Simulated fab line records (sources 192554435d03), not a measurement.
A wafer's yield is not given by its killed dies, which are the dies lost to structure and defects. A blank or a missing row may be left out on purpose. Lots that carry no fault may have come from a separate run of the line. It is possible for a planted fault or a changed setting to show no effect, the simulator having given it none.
Which tool is to blame? + flow n5 finfet + 22 lots, 66 wafers sampled, at 6 steps of a route of 1938

## WHAT THE GAUGES READ, wafer by wafer
N5_BEOL_M6_INSPECT_58: inspects for defects (darkfield). Usual: raw defect count reads 79 (standard deviation 22).
| lot  | measured     | on                | raw defect count | flag |
|------|--------------|-------------------|------------------|------|
| L074 | day 8 06:59  | defect inspect-01 | 127 99 114       |      |
| L077 | day 8 23:47  | defect inspect-02 | 85 124 77        |      |
| L075 | day 9 13:50  | defect inspect-02 | 60 77 75         |      |
| L078 | day 9 17:14  | defect inspect-02 | 71 54 101        |      |
| L076 | day 9 23:10  | defect inspect-02 | 57 52 72         |      |
| L080 | day 10 07:50 | defect inspect-02 | 59 101 66        |      |
| L079 | day 10 10:17 | defect inspect-01 | 77 91 50         |      |
| L081 | day 11 10:39 | defect inspect-01 | 107 77 119       |      |
| L083 | day 11 12:55 | defect inspect-02 | 48 55 47         |      |
| L084 | day 11 14:09 | defect inspect-01 | 57 76 86         |      |
| L082 | day 11 14:35 | defect inspect-01 | 89 80 119        |      |
| L085 | day 11 16:14 | defect inspect-02 | 49 74 69         |      |
| L086 | day 12 03:10 | defect inspect-01 | 101 67 114       |      |
| L087 | day 12 11:41 | defect inspect-01 | 59 113 82        |      |
| L089 | day 12 14:04 | defect inspect-01 | 135 96 85        |      |
| L090 | day 12 23:23 | defect inspect-01 | 72 83 88         |      |
| L092 | day 13 18:46 | defect inspect-02 | 98 61 72         |      |
| L093 | day 13 20:11 | defect inspect-01 | 88 104 71        |      |
| L094 | day 13 20:45 | defect inspect-01 | 90 91 80         |      |
| L095 | day 14 07:58 | defect inspect-01 | 102 115 114      |      |
| L096 | day 14 10:41 | defect inspect-01 | 56 89 94         |      |
| L097 | day 14 17:23 | defect inspect-01 | 66 66 53         |      |

## WHICH TOOL RAN EACH LOT (tool, then ch and the chambers of the sampled wafers, then the start)
| lot  | N5_BEOL_M6_ETCH_62                 | N5_BEOL_M6_ETCH_72                 | N5_BEOL_M6_STRIP_36                | N5_BEOL_M6_PRE_CLEAN_45      | N5_BEOL_M6_ALD_77                   |
|------|------------------------------------|------------------------------------|------------------------------------|------------------------------|-------------------------------------|
| L074 | rie diel-03 ch 0,1,2, day 8 02:35  | rie diel-01 ch 0,1,3, day 8 03:44  | rie diel-01 ch 0,1,3, day 8 03:56  | pvd sputter-03, day 8 05:26  | ald metal-01 ch 1,2,3, day 8 05:30  |
| L077 | rie diel-03 ch 2,3, day 8 18:31    | rie diel-03 ch 0,3, day 8 20:48    | rie diel-03 ch 0,3, day 8 21:00    | pvd sputter-03, day 8 22:15  | ald metal-03 ch 2,3, day 8 22:19    |
| L075 | rie diel-01 ch 1,2,3, day 9 09:41  | rie diel-01 ch 0,1,3, day 9 11:01  | rie diel-01 ch 0,1,3, day 9 11:13  | pvd sputter-01, day 9 12:13  | ald metal-03 ch 0,2, day 9 12:16    |
| L078 | rie diel-03 ch 0,1,2, day 9 11:55  | rie diel-01 ch 0,2,3, day 9 12:56  | rie diel-01 ch 0,2,3, day 9 13:07  | pvd sputter-02, day 9 15:44  | ald metal-03 ch 0,2,3, day 9 15:48  |
| L076 | rie diel-03 ch 1,2, day 9 16:35    | rie diel-04 ch 0,2, day 9 18:42    | rie diel-04 ch 0,2, day 9 18:53    | pvd sputter-01, day 9 19:45  | ald metal-04 ch 0,2,3, day 9 19:49  |
| L080 | rie diel-04 ch 1,3, day 10 02:13   | rie diel-03 ch 0,2, day 10 04:41   | rie diel-03 ch 0,2, day 10 04:53   | pvd sputter-02, day 10 05:43 | ald metal-03 ch 2,3, day 10 05:47   |
| L079 | rie diel-03 ch 1,2, day 10 06:07   | rie diel-03 ch 0,1, day 10 07:37   | rie diel-03 ch 0,1, day 10 07:49   | pvd sputter-01, day 10 08:35 | ald metal-04 ch 1,3, day 10 08:39   |
| L081 | rie diel-01 ch 0,3, day 11 01:35   | rie diel-04 ch 1,2, day 11 06:32   | rie diel-04 ch 1,2, day 11 06:44   | pvd sputter-03, day 11 07:29 | ald metal-04 ch 2,3, day 11 07:32   |
| L083 | rie diel-04 ch 2,3, day 11 07:34   | rie diel-04 ch 1,2, day 11 09:58   | rie diel-04 ch 1,2, day 11 10:10   | pvd sputter-01, day 11 10:55 | ald metal-04 ch 0,1,2, day 11 11:12 |
| L084 | rie diel-04 ch 1,3, day 11 07:49   | rie diel-01 ch 0,1,3, day 11 10:04 | rie diel-01 ch 0,1,3, day 11 10:16 | pvd sputter-02, day 11 12:04 | ald metal-03 ch 0,1,3, day 11 12:16 |
| L082 | rie diel-03 ch 1,2,3, day 11 10:54 | rie diel-04 ch 1,2,3, day 11 11:48 | rie diel-04 ch 1,2,3, day 11 11:59 | pvd sputter-01, day 11 12:55 | ald metal-03 ch 1,2,3, day 11 12:58 |
| L085 | rie diel-04 ch 1,2, day 11 11:12   | rie diel-01 ch 0,1,2, day 11 12:04 | rie diel-01 ch 0,1,2, day 11 12:16 | pvd sputter-01, day 11 13:04 | ald metal-04 ch 0,1,3, day 11 13:13 |
| L086 | rie diel-04 ch 1,2,3, day 11 22:13 | rie diel-03 ch 0,2,3, day 12 00:08 | rie diel-03 ch 0,2,3, day 12 00:19 | pvd sputter-01, day 12 01:11 | ald metal-01 ch 0,3, day 12 01:14   |
| L087 | rie diel-01 ch 0,2,3, day 12 06:48 | rie diel-03 ch 0,2,3, day 12 08:58 | rie diel-03 ch 0,2,3, day 12 09:10 | pvd sputter-01, day 12 09:55 | ald metal-04 ch 0,2,3, day 12 10:03 |
| L089 | rie diel-01 ch 1,2,3, day 12 09:49 | rie diel-01 ch 0,1,3, day 12 10:44 | rie diel-01 ch 0,1,3, day 12 10:56 | pvd sputter-03, day 12 12:28 | ald metal-04 ch 0,2,3, day 12 12:31 |
| L090 | rie diel-03 ch 1,2,3, day 12 18:38 | rie diel-03 ch 0,2,3, day 12 20:49 | rie diel-03 ch 0,2,3, day 12 21:01 | pvd sputter-01, day 12 21:53 | ald metal-03 ch 0,2,3, day 12 21:57 |
| L092 | rie diel-04 ch 1,3, day 13 06:18   | rie diel-01 ch 1,2,3, day 13 14:10 | rie diel-01 ch 1,2,3, day 13 14:22 | pvd sputter-03, day 13 15:08 | ald metal-03 ch 1,2, day 13 15:12   |
| L093 | rie diel-04 ch 0,1, day 13 14:41   | rie diel-01 ch 1,2,3, day 13 16:37 | rie diel-01 ch 1,2,3, day 13 16:49 | pvd sputter-01, day 13 17:48 | ald metal-01 ch 0,1, day 13 17:52   |
| L094 | rie diel-03 ch 1,2, day 13 14:50   | rie diel-03 ch 0,2,3, day 13 16:49 | rie diel-03 ch 0,2,3, day 13 17:01 | pvd sputter-01, day 13 17:53 | ald metal-03 ch 0,1,3, day 13 17:56 |
| L095 | rie diel-01 ch 0,2,3, day 14 03:48 | rie diel-03 ch 0,1,2, day 14 04:53 | rie diel-03 ch 0,1,2, day 14 05:05 | pvd sputter-01, day 14 06:08 | ald metal-04 ch 0,1,3, day 14 06:13 |
| L096 | rie diel-04 ch 0,1,3, day 14 05:31 | rie diel-03 ch 0,1,3, day 14 06:22 | rie diel-03 ch 0,1,3, day 14 06:34 | pvd sputter-01, day 14 07:26 | ald metal-01 ch 2,3, day 14 07:44   |
| L097 | rie diel-01 ch 1,2,3, day 14 10:13 | rie diel-04 ch 0,1,2, day 14 14:25 | rie diel-04 ch 0,1,2, day 14 14:37 | pvd sputter-03, day 14 15:44 | ald metal-04 ch 0,1,3, day 14 15:48 |
- N5_BEOL_M6_ETCH_62: etches SOC in N2/H2, target depth 110 nm, overetch 22 nm, time 165 s.
- N5_BEOL_M6_ETCH_72: etches underlayer in N2/H2, target depth 6.5 nm, time 5.2 s.
- N5_BEOL_M6_STRIP_36: strips in N2/H2.
- N5_BEOL_M6_PRE_CLEAN_45: time 30 s.
- N5_BEOL_M6_ALD_77: deposits TaN, target thk 2 nm, pulse time 2 s, purge time 3 s.

## WHAT THE TOOLS THEMSELVES READ (means of the sampled wafers that have a number; where no wafer has one, the mark that the record gives instead)
N5_BEOL_M6_ETCH_62. Usual: for bias w, 150.0 W with a standard deviation of 0.42; for drypump motor current A, 5.9 A with a standard deviation of 0.4; for n2 flow sccm, 200.0 sccm with a standard deviation of 0.58; for oes product au, 0.66 a.u. with a standard deviation of 0.077; for rf vpp V, 524.0 V with a standard deviation of 1.8; for showerhead plenum p Torr, 2.55 Torr with a standard deviation of 0.063; for throttle valve pct, 17.94 % with a standard deviation of 0.21.
| lot  | tool        | bias w (W) | drypump motor current A (A) | n2 flow sccm (sccm) | oes product au (a.u.) | rf vpp V (V) | showerhead plenum p Torr (Torr) | throttle valve pct (%) | flag |
|------|-------------|------------|-----------------------------|---------------------|-----------------------|--------------|---------------------------------|------------------------|------|
| L074 | rie diel-03 | 150.1      | 5.8                         | 200.0               | 0.60                  | 524.0        | 2.56                            | 18.03                  |      |
| L077 | rie diel-03 | 150.2      | 6.0                         | 200.4               | 0.60                  | 523.4        | 2.51                            | 17.95                  |      |
| L075 | rie diel-01 | 150.1      | 6.2                         | 200.1               | 0.65                  | 524.2        | 2.55                            | 17.96                  |      |
| L078 | rie diel-03 | 149.6      | 5.8                         | 200.5               | 0.67                  | 524.3        | 2.55                            | 17.89                  |      |
| L076 | rie diel-03 | 149.4      | 5.9                         | 199.7               | 0.74                  | 522.6        | 2.51                            | 17.90                  |      |
| L080 | rie diel-04 | 150.0      | 6.0                         | 200.0               | 0.74                  | 524.0        | 2.55                            | 17.83                  |      |
| L079 | rie diel-03 | 150.2      | 5.9                         | 199.4               | 0.73                  | 523.9        | 2.51                            | 17.90                  |      |
| L081 | rie diel-01 | 150.0      | 6.3                         | 199.8               | 0.71                  | 526.5        | 2.65                            | 17.91                  |      |
| L083 | rie diel-04 | 149.8      | 5.5                         | 199.4               | 0.65                  | 522.8        | 2.50                            | 17.97                  |      |
| L084 | rie diel-04 | 150.0      | 6.0                         | 200.2               | 0.72                  | 523.5        | 2.54                            | 17.85                  |      |
| L082 | rie diel-03 | 150.0      | 6.0                         | 200.5               | 0.73                  | 522.9        | 2.51                            | 17.80                  |      |
| L085 | rie diel-04 | 150.1      | 5.5                         | 199.9               | 0.63                  | 524.9        | 2.60                            | 18.19                  |      |
| L086 | rie diel-04 | 149.8      | 5.6                         | 200.0               | 0.66                  | 524.1        | 2.55                            | 18.02                  |      |
| L087 | rie diel-01 | 150.3      | 6.1                         | 199.7               | 0.67                  | 524.9        | 2.59                            | 17.90                  |      |
| L089 | rie diel-01 | 150.0      | 6.2                         | 199.3               | 0.63                  | 524.0        | 2.53                            | 18.00                  |      |
| L090 | rie diel-03 | 149.7      | 6.0                         | 199.9               | 0.71                  | 522.4        | 2.50                            | 17.82                  |      |
| L092 | rie diel-04 | 149.8      | 5.8                         | 200.3               | 0.66                  | 524.6        | 2.59                            | 18.05                  |      |
| L093 | rie diel-04 | 150.0      | 5.6                         | 200.1               | 0.68                  | 525.5        | 2.59                            | 18.01                  |      |
| L094 | rie diel-03 | 149.8      | 5.9                         | 200.1               | 0.70                  | 522.8        | 2.50                            | 17.95                  |      |
| L095 | rie diel-01 | 150.0      | 6.1                         | 200.1               | 0.66                  | 525.4        | 2.59                            | 17.93                  |      |
| L096 | rie diel-04 | 150.0      | 5.7                         | 200.0               | 0.70                  | 523.0        | 2.54                            | 17.85                  |      |
| L097 | rie diel-01 | 149.9      | 6.2                         | 199.4               | 0.62                  | 523.4        | 2.53                            | 18.01                  |      |

N5_BEOL_M6_ETCH_72. Usual: bias w 150.1 W, standard deviation 0.44; drypump motor current A 5.9 A, standard deviation 0.4; etch rf on time s 5.23 s, standard deviation 0.086; n2 flow sccm 200.0 sccm, standard deviation 0.54; oes product au 0.68 a.u., standard deviation 0.09; rf vpp V 524.3 V, standard deviation 2.1; showerhead plenum p Torr 2.55 Torr, standard deviation 0.066; throttle valve pct 17.93 %, standard deviation 0.24.
| lot  | tool        | bias w (W) | drypump motor current A (A) | etch rf on time s (s) | n2 flow sccm (sccm) | oes product au (a.u.) | rf vpp V (V) | showerhead plenum p Torr (Torr) | throttle valve pct (%) | flag |
|------|-------------|------------|-----------------------------|-----------------------|---------------------|-----------------------|--------------|---------------------------------|------------------------|------|
| L074 | rie diel-01 | 150.2      | 6.4                         | 5.20                  | 199.7               | 0.70                  | 524.9        | 2.60                            | 18.00                  |      |
| L077 | rie diel-03 | 150.8      | 5.9                         | 5.26                  | 200.0               | 0.59                  | 523.7        | 2.54                            | 17.93                  |      |
| L075 | rie diel-01 | 150.3      | 6.4                         | 5.17                  | 199.8               | 0.69                  | 526.0        | 2.59                            | 18.02                  |      |
| L078 | rie diel-01 | 149.9      | 6.1                         | 5.13                  | 200.3               | 0.71                  | 526.8        | 2.60                            | 17.89                  |      |
| L076 | rie diel-04 | 149.9      | 5.2                         | 5.23                  | 200.2               | 0.60                  | 523.6        | 2.52                            | 18.09                  |      |
| L080 | rie diel-03 | 149.4      | 5.6                         | 5.30                  | 200.9               | 0.58                  | 523.9        | 2.59                            | 17.96                  |      |
| L079 | rie diel-03 | 150.0      | 5.8                         | 5.20                  | 200.3               | 0.73                  | 524.1        | 2.54                            | 17.88                  |      |
| L081 | rie diel-04 | 149.8      | 5.5                         | 5.25                  | 199.7               | 0.63                  | 526.2        | 2.60                            | 18.20                  |      |
| L083 | rie diel-04 | 149.9      | 5.5                         | 5.25                  | 199.7               | 0.62                  | 525.9        | 2.60                            | 18.21                  |      |
| L084 | rie diel-01 | 150.2      | 6.4                         | 5.24                  | 200.0               | 0.68                  | 525.2        | 2.59                            | 18.04                  |      |
| L082 | rie diel-04 | 149.5      | 5.6                         | 5.16                  | 199.6               | 0.67                  | 524.7        | 2.55                            | 18.02                  |      |
| L085 | rie diel-01 | 150.3      | 6.3                         | 5.20                  | 200.5               | 0.65                  | 525.2        | 2.58                            | 18.00                  |      |
| L086 | rie diel-03 | 150.3      | 5.8                         | 5.25                  | 200.3               | 0.75                  | 523.9        | 2.54                            | 17.70                  |      |
| L087 | rie diel-03 | 149.9      | 5.8                         | 5.21                  | 200.4               | 0.75                  | 523.7        | 2.54                            | 17.70                  |      |
| L089 | rie diel-01 | 149.9      | 6.4                         | 5.26                  | 200.1               | 0.67                  | 525.1        | 2.58                            | 18.07                  |      |
| L090 | rie diel-03 | 150.1      | 5.8                         | 5.21                  | 200.3               | 0.73                  | 523.8        | 2.54                            | 17.73                  |      |
| L092 | rie diel-01 | 150.4      | 6.2                         | 5.20                  | 199.8               | 0.63                  | 523.7        | 2.53                            | 18.05                  |      |
| L093 | rie diel-01 | 150.0      | 6.2                         | 5.23                  | 200.1               | 0.63                  | 523.5        | 2.53                            | 18.05                  |      |
| L094 | rie diel-03 | 150.1      | 5.8                         | 5.21                  | 200.1               | 0.72                  | 522.5        | 2.53                            | 17.72                  |      |
| L095 | rie diel-03 | 150.2      | 5.8                         | 5.24                  | 199.4               | 0.71                  | 523.1        | 2.53                            | 17.85                  |      |
| L096 | rie diel-03 | 149.6      | 5.9                         | 5.20                  | 200.0               | 0.78                  | 523.8        | 2.52                            | 17.66                  |      |
| L097 | rie diel-04 | 150.5      | 5.4                         | 5.26                  | 199.5               | 0.66                  | 524.5        | 2.55                            | 18.03                  |      |

N5_BEOL_M6_STRIP_36. Usual: drypump motor current A 5.9 A, standard deviation 0.4; n2 flow sccm 200.1 sccm, standard deviation 0.61; oes product au 0.80 a.u., standard deviation 0.1; rf vpp V 59.2 V, standard deviation 1.5; showerhead plenum p Torr 2.55 Torr, standard deviation 0.066; throttle valve pct 23.75 %, standard deviation 0.24.
| lot  | tool        | drypump motor current A (A) | n2 flow sccm (sccm) | oes product au (a.u.) | rf vpp V (V) | showerhead plenum p Torr (Torr) | throttle valve pct (%) | flag |
|------|-------------|-----------------------------|---------------------|-----------------------|--------------|---------------------------------|------------------------|------|
| L074 | rie diel-01 | 6.4                         | 200.4               | 0.82                  | 59.3         | 2.60                            | 23.86                  |      |
| L077 | rie diel-03 | 5.9                         | 199.5               | 0.69                  | 58.3         | 2.54                            | 23.67                  |      |
| L075 | rie diel-01 | 6.4                         | 200.4               | 0.81                  | 59.2         | 2.59                            | 23.88                  |      |
| L078 | rie diel-01 | 6.1                         | 200.2               | 0.82                  | 59.4         | 2.60                            | 23.73                  |      |
| L076 | rie diel-04 | 5.3                         | 200.4               | 0.71                  | 57.5         | 2.51                            | 23.89                  |      |
| L080 | rie diel-03 | 5.6                         | 200.2               | 0.69                  | 59.7         | 2.58                            | 23.68                  |      |
| L079 | rie diel-03 | 5.8                         | 200.6               | 0.85                  | 60.0         | 2.54                            | 23.78                  |      |
| L081 | rie diel-04 | 5.5                         | 199.8               | 0.73                  | 59.9         | 2.60                            | 24.03                  |      |
| L083 | rie diel-04 | 5.5                         | 200.5               | 0.73                  | 60.5         | 2.60                            | 24.04                  |      |
| L084 | rie diel-01 | 6.4                         | 199.7               | 0.78                  | 58.4         | 2.58                            | 23.91                  |      |
| L082 | rie diel-04 | 5.6                         | 200.3               | 0.78                  | 59.6         | 2.55                            | 23.89                  |      |
| L085 | rie diel-01 | 6.3                         | 199.5               | 0.76                  | 58.6         | 2.57                            | 23.84                  |      |
| L086 | rie diel-03 | 5.8                         | 200.0               | 0.88                  | 57.3         | 2.54                            | 23.47                  |      |
| L087 | rie diel-03 | 5.8                         | 200.2               | 0.87                  | 59.1         | 2.54                            | 23.47                  |      |
| L089 | rie diel-01 | 6.4                         | 200.0               | 0.79                  | 59.0         | 2.58                            | 23.91                  |      |
| L090 | rie diel-03 | 5.8                         | 200.1               | 0.86                  | 59.4         | 2.53                            | 23.48                  |      |
| L092 | rie diel-01 | 6.2                         | 200.0               | 0.74                  | 59.1         | 2.53                            | 23.90                  |      |
| L093 | rie diel-01 | 6.2                         | 200.2               | 0.73                  | 58.9         | 2.52                            | 23.90                  |      |
| L094 | rie diel-03 | 5.8                         | 200.5               | 0.84                  | 58.9         | 2.53                            | 23.49                  |      |
| L095 | rie diel-03 | 5.8                         | 200.9               | 0.83                  | 59.0         | 2.53                            | 23.66                  |      |
| L096 | rie diel-03 | 5.9                         | 200.1               | 0.90                  | 57.9         | 2.52                            | 23.52                  |      |
| L097 | rie diel-04 | 5.4                         | 200.8               | 0.78                  | 60.6         | 2.54                            | 23.90                  |      |

N5_BEOL_M6_PRE_CLEAN_45. Usual: heater power w reads 321 W (standard deviation 29).
| lot  | tool           | heater power w (W) | flag |
|------|----------------|--------------------|------|
| L074 | pvd sputter-03 | 312                |      |
| L077 | pvd sputter-03 | 324                |      |
| L075 | pvd sputter-01 | 301                |      |
| L078 | pvd sputter-02 | 336                |      |
| L076 | pvd sputter-01 | 308                |      |
| L080 | pvd sputter-02 | 335                |      |
| L079 | pvd sputter-01 | 320                |      |
| L081 | pvd sputter-03 | 327                |      |
| L083 | pvd sputter-01 | 321                |      |
| L084 | pvd sputter-02 | 336                |      |
| L082 | pvd sputter-01 | 330                |      |
| L085 | pvd sputter-01 | 329                |      |
| L086 | pvd sputter-01 | 297                |      |
| L087 | pvd sputter-01 | 303                |      |
| L089 | pvd sputter-03 | 335                |      |
| L090 | pvd sputter-01 | 304                |      |
| L092 | pvd sputter-03 | 326                |      |
| L093 | pvd sputter-01 | 334                |      |
| L094 | pvd sputter-01 | 329                |      |
| L095 | pvd sputter-01 | 311                |      |
| L096 | pvd sputter-01 | 305                |      |
| L097 | pvd sputter-03 | 326                |      |

N5_BEOL_M6_ALD_77. Usual: heater power w reads 424 W (standard deviation 44).
| lot  | tool         | heater power w (W) | flag |
|------|--------------|--------------------|------|
| L074 | ald metal-01 | 427                |      |
| L077 | ald metal-03 | 460                |      |
| L075 | ald metal-03 | 385                |      |
| L078 | ald metal-03 | 417                |      |
| L076 | ald metal-04 | 406                |      |
| L080 | ald metal-03 | 461                |      |
| L079 | ald metal-04 | 437                |      |
| L081 | ald metal-04 | 376                |      |
| L083 | ald metal-04 | 435                |      |
| L084 | ald metal-03 | 421                |      |
| L082 | ald metal-03 | 426                |      |
| L085 | ald metal-04 | 449                |      |
| L086 | ald metal-01 | 413                |      |
| L087 | ald metal-04 | 406                |      |
| L089 | ald metal-04 | 413                |      |
| L090 | ald metal-03 | 417                |      |
| L092 | ald metal-03 | 396                |      |
| L093 | ald metal-01 | 457                |      |
| L094 | ald metal-03 | 419                |      |
| L095 | ald metal-04 | 453                |      |
| L096 | ald metal-01 | 428                |      |
| L097 | ald metal-04 | 448                |      |

## THE ANSWER, worked out from the rows above alone
Rule: take the mean of a lot's wafers that have a number; if it is more than 3 standard deviations from the usual mean, the lot is off. A lot without any number at a reading at which 4 lots or more have one is off too. The other lots that the step has rows for count as sound. Order of review: gauges by route order, followed by the tools' own readings, for which a lot's mean as printed above is used. At the first step where some lot is off, the reading lying furthest off is the one used; lots without a number count as furthest.
No lot is off at any reading shown: from this, nothing can be told.

## WHAT HAD BEEN PUT IN BY THE SIMULATOR
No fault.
